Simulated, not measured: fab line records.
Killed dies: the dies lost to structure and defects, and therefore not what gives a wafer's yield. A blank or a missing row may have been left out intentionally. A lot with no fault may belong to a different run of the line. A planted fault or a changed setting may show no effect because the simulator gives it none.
Chamber matching | flow n5_finfet | rie_diel-06 running N5_BEOL_M11_ETCH_62: 4 sister chambers
The step etches SOC in N2/H2, target depth 110 nm, overetch 22 nm, time 165 s. 4 wafers are shown with their chamber, then 10 later ones without.

## WAFERS PAIRED WITH THEIR CHAMBERS
wafer  | chamber | showerhead_plenum_p_Torr (Torr)
L083.4 | 1       | 2.69
L088.1 | 3       | 2.48
L091.1 | 0       | 2.43
L091.2 | 2       | 2.50

## WAFERS WITH NO CHAMBER GIVEN
wafer  | showerhead_plenum_p_Torr (Torr)
L091.3 | 2.69
L092.2 | 2.68
L092.4 | 2.50
L092.6 | 2.50
L094.4 | 2.68
L094.5 | 2.43
L094.6 | 2.68
L096.1 | 2.68
L096.2 | 2.48
L096.5 | 2.68

## WHICH CHAMBER EACH ONE RAN IN
wafer  | from the rows above | in truth
L091.3 | 1                   | 1
L092.2 | 1                   | 1
L092.4 | 2                   | 2
L092.6 | 2                   | 2
L094.4 | 1                   | 1
L094.5 | 0                   | 0
L094.6 | 1                   | 1
L096.1 | 1                   | 1
L096.2 | 3                   | 3
L096.5 | 1                   | 1
Correctly placed: 10 of 10. From these rows, 0 cannot be placed. Wrongly placed: 0.
How it was worked out, from the rows above alone: a wafer's distance from a chamber is the root of the sum, over the readings, of the square of ((its reading less the chamber's mean) divided by the reading's scatter). The wafer belongs to the nearest chamber; if the next one is less than 2 further off, it can't be placed. For every chamber, the mean is computed from those of its wafers that are shown. The scatter (one wafer shown for each chamber): square how far every hidden wafer sits from the nearest shown wafer, average those squares and take the square root.
